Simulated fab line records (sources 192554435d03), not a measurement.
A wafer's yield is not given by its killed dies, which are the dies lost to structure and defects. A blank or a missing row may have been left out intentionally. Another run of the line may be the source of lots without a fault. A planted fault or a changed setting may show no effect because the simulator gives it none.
Which tool did it? / flow n5-finfet / 24 lots, 72 wafers sampled, at 6 steps of a route of 1938

== WHAT THE GAUGES SHOWED, per wafer ==
N5_BEOL_M6_THK_MEAS_53: measures by xrf.
lot=L074; measured=day 8 08:17; on=film-metro-01; M6_THK (nm)=78.9 81.5 81.0
lot=L075; measured=day 8 23:34; on=film-metro-01; M6_THK (nm)=82.0 77.8 81.4
lot=L076; measured=day 9 09:12; on=film-metro-01; M6_THK (nm)=79.0 81.9 80.0
lot=L077; measured=day 9 10:05; on=film-metro-01; M6_THK (nm)=79.9 80.2 79.6
lot=L078; measured=day 10 03:24; on=film-metro-02; M6_THK (nm)=79.7 78.2 78.2
lot=L080; measured=day 10 04:13; on=film-metro-02; M6_THK (nm)=83.1 82.0 79.4
lot=L079; measured=day 10 04:17; on=film-metro-01; M6_THK (nm)=82.1 80.6 82.0
lot=L081; measured=day 10 06:57; on=film-metro-01; M6_THK (nm)=79.6 80.7 82.2
lot=L082; measured=day 11 04:05; on=film-metro-01; M6_THK (nm)=78.5 76.7 81.5
lot=L083; measured=day 11 06:32; on=film-metro-02; M6_THK (nm)=81.1 79.6 81.0
lot=L084; measured=day 11 10:25; on=film-metro-02; M6_THK (nm)=79.6 78.8 76.9
lot=L085; measured=day 11 12:52; on=film-metro-01; M6_THK (nm)=78.1 80.0 78.5
lot=L086; measured=day 11 14:58; on=film-metro-01; M6_THK (nm)=78.0 80.1 79.9
lot=L087; measured=day 11 15:17; on=film-metro-01; M6_THK (nm)=80.7 81.1 81.5
lot=L088; measured=day 12 11:08; on=film-metro-02; M6_THK (nm)=81.4 78.5 80.0
lot=L089; measured=day 12 14:25; on=film-metro-01; M6_THK (nm)=77.5 80.6 81.0
lot=L090; measured=day 12 19:19; on=film-metro-02; M6_THK (nm)=79.3 79.7 81.2
lot=L091; measured=day 13 07:44; on=film-metro-02; M6_THK (nm)=78.7 83.3 79.7
lot=L092; measured=day 13 19:36; on=film-metro-01; M6_THK (nm)=79.3 79.3 81.9
lot=L095; measured=day 14 04:59; on=film-metro-01; M6_THK (nm)=81.3 78.1 79.5
lot=L093; measured=day 14 05:44; on=film-metro-02; M6_THK (nm)=82.1 79.5 81.0
lot=L097; measured=day 14 06:34; on=film-metro-02; M6_THK (nm)=80.5 83.9 79.7
lot=L094; measured=day 14 13:20; on=film-metro-01; M6_THK (nm)=80.9 82.5 81.2
lot=L096; measured=day 14 20:35; on=film-metro-01; M6_THK (nm)=77.8 78.0 78.4

N5_BEOL_M7_CD_MEAS_18: pitch 80 nm, target cd 40 nm.
lot=L074; measured=day 8 11:11; on=cd-sem-01; cd-nm (nm)=40.0 40.3 40.6
lot=L075; measured=day 9 04:26; on=cd-sem-03; cd-nm (nm)=40.1 39.7 40.5
lot=L076; measured=day 9 12:34; on=cd-sem-01; cd-nm (nm)=39.3 39.6 40.1
lot=L077; measured=day 9 12:47; on=cd-sem-02; cd-nm (nm)=39.9 39.5 39.6
lot=L078; measured=day 10 06:43; on=cd-sem-02; cd-nm (nm)=40.8 41.0 40.4
lot=L080; measured=day 10 07:07; on=cd-sem-02; cd-nm (nm)=39.8 40.5 40.1
lot=L079; measured=day 10 08:18; on=cd-sem-01; cd-nm (nm)=40.2 39.9 40.1
lot=L081; measured=day 10 10:31; on=cd-sem-02; cd-nm (nm)=39.3 39.7 38.6
lot=L082; measured=day 11 06:59; on=cd-sem-02; cd-nm (nm)=40.4 40.4 40.7
lot=L083; measured=day 11 09:49; on=cd-sem-02; cd-nm (nm)=40.1 40.4 40.2
lot=L084; measured=day 11 13:08; on=cd-sem-03; cd-nm (nm)=40.9 40.5 40.7
lot=L085; measured=day 11 15:11; on=cd-sem-03; cd-nm (nm)=39.8 40.1 40.2
lot=L086; measured=day 11 18:06; on=cd-sem-02; cd-nm (nm)=39.7 40.1 39.4
lot=L087; measured=day 11 18:11; on=cd-sem-01; cd-nm (nm)=40.3 40.4 40.4
lot=L088; measured=day 12 13:45; on=cd-sem-01; cd-nm (nm)=39.8 39.8 40.1
lot=L089; measured=day 12 16:41; on=cd-sem-01; cd-nm (nm)=39.6 39.6 39.6
lot=L090; measured=day 12 23:30; on=cd-sem-02; cd-nm (nm)=40.6 40.4 39.3
lot=L091; measured=day 13 11:38; on=cd-sem-01; cd-nm (nm)=40.3 40.5 40.4
lot=L092; measured=day 13 22:03; on=cd-sem-01; cd-nm (nm)=40.0 40.6 40.5
lot=L095; measured=day 14 07:37; on=cd-sem-02; cd-nm (nm)=40.0 40.9 40.7
lot=L093; measured=day 14 11:53; on=cd-sem-01; cd-nm (nm)=39.3 40.3 39.3
lot=L097; measured=day 14 12:23; on=cd-sem-01; cd-nm (nm)=41.0 40.1 40.7
lot=L094; measured=day 14 16:59; on=cd-sem-01; cd-nm (nm)=40.8 40.5 40.7
lot=L096; measured=day 15 00:58; on=cd-sem-01; cd-nm (nm)=41.2 40.9 40.8

N5_BEOL_M7_OVL_MEAS_29.
lot=L074; measured=day 8 13:15; on=overlay-01; V6_OVL (nm)=0.5 0.3 -0.7
lot=L075; measured=day 9 04:58; on=overlay-02; V6_OVL (nm)=1.3 0.3 0.8
lot=L076; measured=day 9 14:10; on=overlay-02; V6_OVL (nm)=1.2 0.2 -0.3
lot=L077; measured=day 9 14:20; on=overlay-02; V6_OVL (nm)=1.2 0.8 0.9
lot=L078; measured=day 10 07:56; on=overlay-02; V6_OVL (nm)=-0.1 0.0 1.0
lot=L080; measured=day 10 08:05; on=overlay-01; V6_OVL (nm)=-0.1 0.0 -0.2
lot=L079; measured=day 10 08:56; on=overlay-01; V6_OVL (nm)=1.2 1.6 0.7
lot=L081; measured=day 10 10:55; on=overlay-01; V6_OVL (nm)=-0.4 -0.3 -0.2
lot=L082; measured=day 11 07:41; on=overlay-02; V6_OVL (nm)=0.8 1.0 0.9
lot=L083; measured=day 11 11:20; on=overlay-01; V6_OVL (nm)=0.6 1.6 1.5
lot=L084; measured=day 11 13:29; on=overlay-02; V6_OVL (nm)=1.5 0.5 0.1
lot=L085; measured=day 11 16:02; on=overlay-02; V6_OVL (nm)=0.3 1.3 0.6
lot=L086; measured=day 11 19:25; on=overlay-01; V6_OVL (nm)=-0.5 0.2 0.2
lot=L087; measured=day 11 19:06; on=overlay-02; V6_OVL (nm)=1.2 1.2 1.4
lot=L088; measured=day 12 14:28; on=overlay-02; V6_OVL (nm)=0.0 0.4 0.9
lot=L089; measured=day 12 17:50; on=overlay-01; V6_OVL (nm)=0.7 0.2 0.5
lot=L090; measured=day 13 01:17; on=overlay-01; V6_OVL (nm)=0.4 -0.9 -0.2
lot=L091; measured=day 13 13:05; on=overlay-02; V6_OVL (nm)=0.8 1.2 0.0
lot=L092; measured=day 14 00:57; on=overlay-01; V6_OVL (nm)=0.1 0.2 0.0
lot=L095; measured=day 14 10:37; on=overlay-02; V6_OVL (nm)=0.0 -0.1 0.5
lot=L093; measured=day 14 12:23; on=overlay-01; V6_OVL (nm)=-1.4 -2.0 -0.6
lot=L097; measured=day 14 12:52; on=overlay-02; V6_OVL (nm)=-0.2 0.9 0.1
lot=L094; measured=day 14 18:06; on=overlay-01; V6_OVL (nm)=0.1 0.4 -0.5
lot=L096; measured=day 15 02:52; on=overlay-01; V6_OVL (nm)=0.7 1.2 1.0

== WHAT TOOL EACH LOT RAN ON (gives the tool, then ch and the chambers of the sampled wafers, and finally the start) ==
lot=L074; N5_BEOL_M7_HM_DEP_02=pvd-sputter-02, day 8 09:46; N5_BEOL_M7_ETCH_62=rie-diel-06 ch 0,1, day 8 10:43; N5_BEOL_M7_STRIP_67=rie-diel-06 ch 0,1, day 8 10:52
lot=L075; N5_BEOL_M7_HM_DEP_02=pvd-sputter-02, day 9 02:56; N5_BEOL_M7_ETCH_62=rie-diel-06 ch 0,2,3, day 9 03:54; N5_BEOL_M7_STRIP_67=rie-diel-06 ch 0,2,3, day 9 04:03
lot=L076; N5_BEOL_M7_HM_DEP_02=pvd-sputter-03, day 9 11:14; N5_BEOL_M7_ETCH_62=rie-diel-02 ch 0,1, day 9 12:02; N5_BEOL_M7_STRIP_67=rie-diel-02 ch 0,1, day 9 12:11
lot=L077; N5_BEOL_M7_HM_DEP_02=pvd-sputter-02, day 9 11:27; N5_BEOL_M7_ETCH_62=rie-diel-06 ch 0,1, day 9 12:20; N5_BEOL_M7_STRIP_67=rie-diel-06 ch 0,1, day 9 12:29
lot=L078; N5_BEOL_M7_HM_DEP_02=pvd-sputter-01, day 10 05:15; N5_BEOL_M7_ETCH_62=rie-diel-01 ch 0,2, day 10 06:13; N5_BEOL_M7_STRIP_67=rie-diel-01 ch 0,2, day 10 06:22
lot=L080; N5_BEOL_M7_HM_DEP_02=pvd-sputter-03, day 10 05:36; N5_BEOL_M7_ETCH_62=rie-diel-01 ch 2,3, day 10 06:32; N5_BEOL_M7_STRIP_67=rie-diel-01 ch 2,3, day 10 06:41
lot=L079; N5_BEOL_M7_HM_DEP_02=pvd-sputter-01, day 10 05:41; N5_BEOL_M7_ETCH_62=rie-diel-01 ch 0,1,3, day 10 07:26; N5_BEOL_M7_STRIP_67=rie-diel-01 ch 0,1,3, day 10 07:34
lot=L081; N5_BEOL_M7_HM_DEP_02=pvd-sputter-03, day 10 08:38; N5_BEOL_M7_ETCH_62=rie-diel-01 ch 1,2,3, day 10 10:07; N5_BEOL_M7_STRIP_67=rie-diel-01 ch 1,2,3, day 10 10:16
lot=L082; N5_BEOL_M7_HM_DEP_02=pvd-sputter-03, day 11 05:56; N5_BEOL_M7_ETCH_62=rie-diel-06 ch 0,1,3, day 11 06:37; N5_BEOL_M7_STRIP_67=rie-diel-06 ch 0,1,3, day 11 06:46
lot=L083; N5_BEOL_M7_HM_DEP_02=pvd-sputter-01, day 11 08:43; N5_BEOL_M7_ETCH_62=rie-diel-02 ch 1,3, day 11 09:27; N5_BEOL_M7_STRIP_67=rie-diel-02 ch 1,3, day 11 09:35
lot=L084; N5_BEOL_M7_HM_DEP_02=pvd-sputter-03, day 11 12:04; N5_BEOL_M7_ETCH_62=rie-diel-02 ch 0,1, day 11 12:45; N5_BEOL_M7_STRIP_67=rie-diel-02 ch 0,1, day 11 12:53
lot=L085; N5_BEOL_M7_HM_DEP_02=pvd-sputter-03, day 11 14:07; N5_BEOL_M7_ETCH_62=rie-diel-01 ch 0,1,3, day 11 14:47; N5_BEOL_M7_STRIP_67=rie-diel-01 ch 0,1,3, day 11 14:56
lot=L086; N5_BEOL_M7_HM_DEP_02=pvd-sputter-01, day 11 17:03; N5_BEOL_M7_ETCH_62=rie-diel-02 ch 0,3, day 11 17:44; N5_BEOL_M7_STRIP_67=rie-diel-02 ch 0,3, day 11 17:53
lot=L087; N5_BEOL_M7_HM_DEP_02=pvd-sputter-01, day 11 17:09; N5_BEOL_M7_ETCH_62=rie-diel-06 ch 0,2,3, day 11 17:49; N5_BEOL_M7_STRIP_67=rie-diel-06 ch 0,2,3, day 11 17:58
lot=L088; N5_BEOL_M7_HM_DEP_02=pvd-sputter-02, day 12 12:23; N5_BEOL_M7_ETCH_62=rie-diel-01 ch 1,2, day 12 13:17; N5_BEOL_M7_STRIP_67=rie-diel-01 ch 1,2, day 12 13:26
lot=L089; N5_BEOL_M7_HM_DEP_02=pvd-sputter-02, day 12 15:24; N5_BEOL_M7_ETCH_62=rie-diel-02 ch 0,2, day 12 16:19; N5_BEOL_M7_STRIP_67=rie-diel-02 ch 0,2, day 12 16:28
lot=L090; N5_BEOL_M7_HM_DEP_02=pvd-sputter-02, day 12 22:20; N5_BEOL_M7_ETCH_62=rie-diel-01 ch 1,2,3, day 12 23:02; N5_BEOL_M7_STRIP_67=rie-diel-01 ch 1,2,3, day 12 23:11
lot=L091; N5_BEOL_M7_HM_DEP_02=pvd-sputter-01, day 13 10:27; N5_BEOL_M7_ETCH_62=rie-diel-02 ch 1,2,3, day 13 11:10; N5_BEOL_M7_STRIP_67=rie-diel-02 ch 1,2,3, day 13 11:19
lot=L092; N5_BEOL_M7_HM_DEP_02=pvd-sputter-03, day 13 21:01; N5_BEOL_M7_ETCH_62=rie-diel-01 ch 0,1,3, day 13 21:41; N5_BEOL_M7_STRIP_67=rie-diel-01 ch 0,1,3, day 13 21:50
lot=L095; N5_BEOL_M7_HM_DEP_02=pvd-sputter-03, day 14 06:41; N5_BEOL_M7_ETCH_62=rie-diel-02 ch 1,2,3, day 14 07:14; N5_BEOL_M7_STRIP_67=rie-diel-02 ch 1,2,3, day 14 07:23
lot=L093; N5_BEOL_M7_HM_DEP_02=pvd-sputter-01, day 14 10:32; N5_BEOL_M7_ETCH_62=rie-diel-01 ch 0,1,2, day 14 11:19; N5_BEOL_M7_STRIP_67=rie-diel-01 ch 0,1,2, day 14 11:28
lot=L097; N5_BEOL_M7_HM_DEP_02=pvd-sputter-01, day 14 10:58; N5_BEOL_M7_ETCH_62=rie-diel-06 ch 0,3, day 14 11:58; N5_BEOL_M7_STRIP_67=rie-diel-06 ch 0,3, day 14 12:07
lot=L094; N5_BEOL_M7_HM_DEP_02=pvd-sputter-03, day 14 15:17; N5_BEOL_M7_ETCH_62=rie-diel-01 ch 1,2,3, day 14 16:25; N5_BEOL_M7_STRIP_67=rie-diel-01 ch 1,2,3, day 14 16:33
lot=L096; N5_BEOL_M7_HM_DEP_02=pvd-sputter-02, day 14 23:55; N5_BEOL_M7_ETCH_62=rie-diel-06 ch 0,3, day 15 00:35; N5_BEOL_M7_STRIP_67=rie-diel-06 ch 0,3, day 15 00:44
- N5_BEOL_M7_HM_DEP_02: deposits TiN, target thk 20 nm.
- N5_BEOL_M7_ETCH_62: etches SOC in N2/H2, target depth 110 nm, overetch 22 nm, time 165 s.
- N5_BEOL_M7_STRIP_67: strips in CF4.

== AS READ BY THE TOOLS THEMSELVES (means over the sampled wafers that have a number; for cases with no such wafer, the mark the record gives instead) ==
N5_BEOL_M7_HM_DEP_02.
lot=L074; tool=pvd-sputter-02; throttle-valve-pct (%)=29.7
lot=L075; tool=pvd-sputter-02; throttle-valve-pct (%)=29.5
lot=L076; tool=pvd-sputter-03; throttle-valve-pct (%)=30.2
lot=L077; tool=pvd-sputter-02; throttle-valve-pct (%)=29.6
lot=L078; tool=pvd-sputter-01; throttle-valve-pct (%)=30.4
lot=L080; tool=pvd-sputter-03; throttle-valve-pct (%)=30.6
lot=L079; tool=pvd-sputter-01; throttle-valve-pct (%)=31.2
lot=L081; tool=pvd-sputter-03; throttle-valve-pct (%)=30.9
lot=L082; tool=pvd-sputter-03; throttle-valve-pct (%)=30.4
lot=L083; tool=pvd-sputter-01; throttle-valve-pct (%)=30.6
lot=L084; tool=pvd-sputter-03; throttle-valve-pct (%)=30.4
lot=L085; tool=pvd-sputter-03; throttle-valve-pct (%)=30.0
lot=L086; tool=pvd-sputter-01; throttle-valve-pct (%)=30.6
lot=L087; tool=pvd-sputter-01; throttle-valve-pct (%)=30.6
lot=L088; tool=pvd-sputter-02; throttle-valve-pct (%)=29.3
lot=L089; tool=pvd-sputter-02; throttle-valve-pct (%)=29.0
lot=L090; tool=pvd-sputter-02; throttle-valve-pct (%)=29.3
lot=L091; tool=pvd-sputter-01; throttle-valve-pct (%)=30.6
lot=L092; tool=pvd-sputter-03; throttle-valve-pct (%)=29.8
lot=L095; tool=pvd-sputter-03; throttle-valve-pct (%)=29.6
lot=L093; tool=pvd-sputter-01; throttle-valve-pct (%)=30.9
lot=L097; tool=pvd-sputter-01; throttle-valve-pct (%)=30.8
lot=L094; tool=pvd-sputter-03; throttle-valve-pct (%)=30.2
lot=L096; tool=pvd-sputter-02; throttle-valve-pct (%)=29.3

N5_BEOL_M7_ETCH_62.
lot=L074; tool=rie-diel-06; drypump-motor-current-A (A)=6.3; oes-product-au (a.u.)=0.77; rf-vpp-V (V)=526.1; showerhead-plenum-p-Torr (Torr)=2.62; throttle-valve-pct (%)=17.67
lot=L075; tool=rie-diel-06; drypump-motor-current-A (A)=5.8; oes-product-au (a.u.)=0.70; rf-vpp-V (V)=522.9; showerhead-plenum-p-Torr (Torr)=2.49; throttle-valve-pct (%)=17.56
lot=L076; tool=rie-diel-02; drypump-motor-current-A (A)=6.0; oes-product-au (a.u.)=0.73; rf-vpp-V (V)=523.0; showerhead-plenum-p-Torr (Torr)=2.50; throttle-valve-pct (%)=17.67
lot=L077; tool=rie-diel-06; drypump-motor-current-A (A)=6.3; oes-product-au (a.u.)=0.75; rf-vpp-V (V)=526.9; showerhead-plenum-p-Torr (Torr)=2.62; throttle-valve-pct (%)=17.69
lot=L078; tool=rie-diel-01; drypump-motor-current-A (A)=5.5; oes-product-au (a.u.)=0.64; rf-vpp-V (V)=524.9; showerhead-plenum-p-Torr (Torr)=2.59; throttle-valve-pct (%)=17.96
lot=L080; tool=rie-diel-01; drypump-motor-current-A (A)=4.9; oes-product-au (a.u.)=0.68; rf-vpp-V (V)=521.8; showerhead-plenum-p-Torr (Torr)=2.47; throttle-valve-pct (%)=17.65
lot=L079; tool=rie-diel-01; drypump-motor-current-A (A)=5.4; oes-product-au (a.u.)=0.65; rf-vpp-V (V)=522.9; showerhead-plenum-p-Torr (Torr)=2.52; throttle-valve-pct (%)=17.78
lot=L081; tool=rie-diel-01; drypump-motor-current-A (A)=5.2; oes-product-au (a.u.)=0.66; rf-vpp-V (V)=521.0; showerhead-plenum-p-Torr (Torr)=2.46; throttle-valve-pct (%)=17.62
lot=L082; tool=rie-diel-06; drypump-motor-current-A (A)=6.1; oes-product-au (a.u.)=0.73; rf-vpp-V (V)=523.0; showerhead-plenum-p-Torr (Torr)=2.54; throttle-valve-pct (%)=17.61
lot=L083; tool=rie-diel-02; drypump-motor-current-A (A)=5.8; oes-product-au (a.u.)=0.65; rf-vpp-V (V)=524.3; showerhead-plenum-p-Torr (Torr)=2.57; throttle-valve-pct (%)=17.84
lot=L084; tool=rie-diel-02; drypump-motor-current-A (A)=5.9; oes-product-au (a.u.)=0.65; rf-vpp-V (V)=523.2; showerhead-plenum-p-Torr (Torr)=2.49; throttle-valve-pct (%)=17.80
lot=L085; tool=rie-diel-01; drypump-motor-current-A (A)=5.4; oes-product-au (a.u.)=0.64; rf-vpp-V (V)=522.9; showerhead-plenum-p-Torr (Torr)=2.51; throttle-valve-pct (%)=17.79
lot=L086; tool=rie-diel-02; drypump-motor-current-A (A)=5.7; oes-product-au (a.u.)=0.58; rf-vpp-V (V)=524.7; showerhead-plenum-p-Torr (Torr)=2.58; throttle-valve-pct (%)=17.97
lot=L087; tool=rie-diel-06; drypump-motor-current-A (A)=5.8; oes-product-au (a.u.)=0.67; rf-vpp-V (V)=522.3; showerhead-plenum-p-Torr (Torr)=2.48; throttle-valve-pct (%)=17.60
lot=L088; tool=rie-diel-01; drypump-motor-current-A (A)=5.2; oes-product-au (a.u.)=0.65; rf-vpp-V (V)=521.0; showerhead-plenum-p-Torr (Torr)=2.45; throttle-valve-pct (%)=17.66
lot=L089; tool=rie-diel-02; drypump-motor-current-A (A)=6.0; oes-product-au (a.u.)=0.64; rf-vpp-V (V)=522.3; showerhead-plenum-p-Torr (Torr)=2.49; throttle-valve-pct (%)=17.86
lot=L090; tool=rie-diel-01; drypump-motor-current-A (A)=5.1; oes-product-au (a.u.)=0.65; rf-vpp-V (V)=521.3; showerhead-plenum-p-Torr (Torr)=2.45; throttle-valve-pct (%)=17.66
lot=L091; tool=rie-diel-02; drypump-motor-current-A (A)=5.9; oes-product-au (a.u.)=0.69; rf-vpp-V (V)=523.9; showerhead-plenum-p-Torr (Torr)=2.52; throttle-valve-pct (%)=17.79
lot=L092; tool=rie-diel-01; drypump-motor-current-A (A)=5.4; oes-product-au (a.u.)=0.63; rf-vpp-V (V)=521.5; showerhead-plenum-p-Torr (Torr)=2.50; throttle-valve-pct (%)=17.83
lot=L095; tool=rie-diel-02; drypump-motor-current-A (A)=5.9; oes-product-au (a.u.)=0.67; rf-vpp-V (V)=523.0; showerhead-plenum-p-Torr (Torr)=2.52; throttle-valve-pct (%)=17.80
lot=L093; tool=rie-diel-01; drypump-motor-current-A (A)=5.5; oes-product-au (a.u.)=0.62; rf-vpp-V (V)=522.8; showerhead-plenum-p-Torr (Torr)=2.50; throttle-valve-pct (%)=17.84
lot=L097; tool=rie-diel-06; drypump-motor-current-A (A)=5.8; oes-product-au (a.u.)=0.72; rf-vpp-V (V)=521.5; showerhead-plenum-p-Torr (Torr)=2.47; throttle-valve-pct (%)=17.54
lot=L094; tool=rie-diel-01; drypump-motor-current-A (A)=5.1; oes-product-au (a.u.)=0.64; rf-vpp-V (V)=521.1; showerhead-plenum-p-Torr (Torr)=2.44; throttle-valve-pct (%)=17.68
lot=L096; tool=rie-diel-06; drypump-motor-current-A (A)=5.9; oes-product-au (a.u.)=0.69; rf-vpp-V (V)=521.7; showerhead-plenum-p-Torr (Torr)=2.46; throttle-valve-pct (%)=17.58

N5_BEOL_M7_STRIP_67.
lot=L074; tool=rie-diel-06; drypump-motor-current-A (A)=6.3; oes-product-au (a.u.)=0.90; rf-vpp-V (V)=273.0; showerhead-plenum-p-Torr (Torr)=1.84; throttle-valve-pct (%)=13.37
lot=L075; tool=rie-diel-06; drypump-motor-current-A (A)=5.8; oes-product-au (a.u.)=0.83; rf-vpp-V (V)=271.0; showerhead-plenum-p-Torr (Torr)=1.76; throttle-valve-pct (%)=13.33
lot=L076; tool=rie-diel-02; drypump-motor-current-A (A)=6.0; oes-product-au (a.u.)=0.87; rf-vpp-V (V)=271.4; showerhead-plenum-p-Torr (Torr)=1.76; throttle-valve-pct (%)=13.45
lot=L077; tool=rie-diel-06; drypump-motor-current-A (A)=6.3; oes-product-au (a.u.)=0.89; rf-vpp-V (V)=272.6; showerhead-plenum-p-Torr (Torr)=1.84; throttle-valve-pct (%)=13.38
lot=L078; tool=rie-diel-01; drypump-motor-current-A (A)=5.5; oes-product-au (a.u.)=0.76; rf-vpp-V (V)=271.6; showerhead-plenum-p-Torr (Torr)=1.82; throttle-valve-pct (%)=13.61
lot=L080; tool=rie-diel-01; drypump-motor-current-A (A)=4.8; oes-product-au (a.u.)=0.80; rf-vpp-V (V)=270.4; showerhead-plenum-p-Torr (Torr)=1.75; throttle-valve-pct (%)=13.38
lot=L079; tool=rie-diel-01; drypump-motor-current-A (A)=5.4; oes-product-au (a.u.)=0.77; rf-vpp-V (V)=270.2; showerhead-plenum-p-Torr (Torr)=1.77; throttle-valve-pct (%)=13.50
lot=L081; tool=rie-diel-01; drypump-motor-current-A (A)=5.1; oes-product-au (a.u.)=0.78; rf-vpp-V (V)=270.1; showerhead-plenum-p-Torr (Torr)=1.74; throttle-valve-pct (%)=13.39
lot=L082; tool=rie-diel-06; drypump-motor-current-A (A)=6.1; oes-product-au (a.u.)=0.86; rf-vpp-V (V)=271.2; showerhead-plenum-p-Torr (Torr)=1.79; throttle-valve-pct (%)=13.35
lot=L083; tool=rie-diel-02; drypump-motor-current-A (A)=5.7; oes-product-au (a.u.)=0.76; rf-vpp-V (V)=271.8; showerhead-plenum-p-Torr (Torr)=1.81; throttle-valve-pct (%)=13.59
lot=L084; tool=rie-diel-02; drypump-motor-current-A (A)=6.0; oes-product-au (a.u.)=0.77; rf-vpp-V (V)=270.9; showerhead-plenum-p-Torr (Torr)=1.76; throttle-valve-pct (%)=13.62
lot=L085; tool=rie-diel-01; drypump-motor-current-A (A)=5.4; oes-product-au (a.u.)=0.76; rf-vpp-V (V)=270.8; showerhead-plenum-p-Torr (Torr)=1.77; throttle-valve-pct (%)=13.52
lot=L086; tool=rie-diel-02; drypump-motor-current-A (A)=5.7; oes-product-au (a.u.)=0.69; rf-vpp-V (V)=271.8; showerhead-plenum-p-Torr (Torr)=1.81; throttle-valve-pct (%)=13.73
lot=L087; tool=rie-diel-06; drypump-motor-current-A (A)=5.8; oes-product-au (a.u.)=0.79; rf-vpp-V (V)=269.9; showerhead-plenum-p-Torr (Torr)=1.75; throttle-valve-pct (%)=13.37
lot=L088; tool=rie-diel-01; drypump-motor-current-A (A)=5.2; oes-product-au (a.u.)=0.76; rf-vpp-V (V)=269.4; showerhead-plenum-p-Torr (Torr)=1.73; throttle-valve-pct (%)=13.40
lot=L089; tool=rie-diel-02; drypump-motor-current-A (A)=5.9; oes-product-au (a.u.)=0.75; rf-vpp-V (V)=271.0; showerhead-plenum-p-Torr (Torr)=1.76; throttle-valve-pct (%)=13.68
lot=L090; tool=rie-diel-01; drypump-motor-current-A (A)=5.1; oes-product-au (a.u.)=0.76; rf-vpp-V (V)=269.2; showerhead-plenum-p-Torr (Torr)=1.73; throttle-valve-pct (%)=13.43
lot=L091; tool=rie-diel-02; drypump-motor-current-A (A)=5.9; oes-product-au (a.u.)=0.81; rf-vpp-V (V)=270.6; showerhead-plenum-p-Torr (Torr)=1.78; throttle-valve-pct (%)=13.54
lot=L092; tool=rie-diel-01; drypump-motor-current-A (A)=5.4; oes-product-au (a.u.)=0.74; rf-vpp-V (V)=270.6; showerhead-plenum-p-Torr (Torr)=1.76; throttle-valve-pct (%)=13.59
lot=L095; tool=rie-diel-02; drypump-motor-current-A (A)=5.9; oes-product-au (a.u.)=0.80; rf-vpp-V (V)=271.6; showerhead-plenum-p-Torr (Torr)=1.78; throttle-valve-pct (%)=13.57
lot=L093; tool=rie-diel-01; drypump-motor-current-A (A)=5.5; oes-product-au (a.u.)=0.74; rf-vpp-V (V)=270.7; showerhead-plenum-p-Torr (Torr)=1.77; throttle-valve-pct (%)=13.58
lot=L097; tool=rie-diel-06; drypump-motor-current-A (A)=5.8; oes-product-au (a.u.)=0.84; rf-vpp-V (V)=270.1; showerhead-plenum-p-Torr (Torr)=1.75; throttle-valve-pct (%)=13.33
lot=L094; tool=rie-diel-01; drypump-motor-current-A (A)=5.2; oes-product-au (a.u.)=0.75; rf-vpp-V (V)=270.5; showerhead-plenum-p-Torr (Torr)=1.73; throttle-valve-pct (%)=13.45
lot=L096; tool=rie-diel-06; drypump-motor-current-A (A)=5.9; oes-product-au (a.u.)=0.82; rf-vpp-V (V)=270.5; showerhead-plenum-p-Torr (Torr)=1.74; throttle-valve-pct (%)=13.35

== THE ANSWER, worked out from the rows above alone ==
Rule: what is usual is taken from the lots themselves. The widest of any qualifying gaps counts: lots, ordered by their means at a reading, are off when they make up no more than a third of the lots, leave a main group of 4 or more, and stand apart from it by 3 or more times the standard deviation of that group's means. If all means in a main group match to the digits the tables above print for the reading, that group is not used. Also off: a lot with no number at a reading for which 4 or more lots have one. Where the step has rows for the other lots, those lots are counted as sound. Order of review: gauges by route order, followed by the tools' own readings, for which a lot's mean as printed above is used. At the first step where some lot is off, the reading lying furthest off is the one used; lots without a number count as furthest.
Nothing can be told from this: no lot is off at any reading shown.

== WHAT THE SIMULATOR HAD PUT IN ==
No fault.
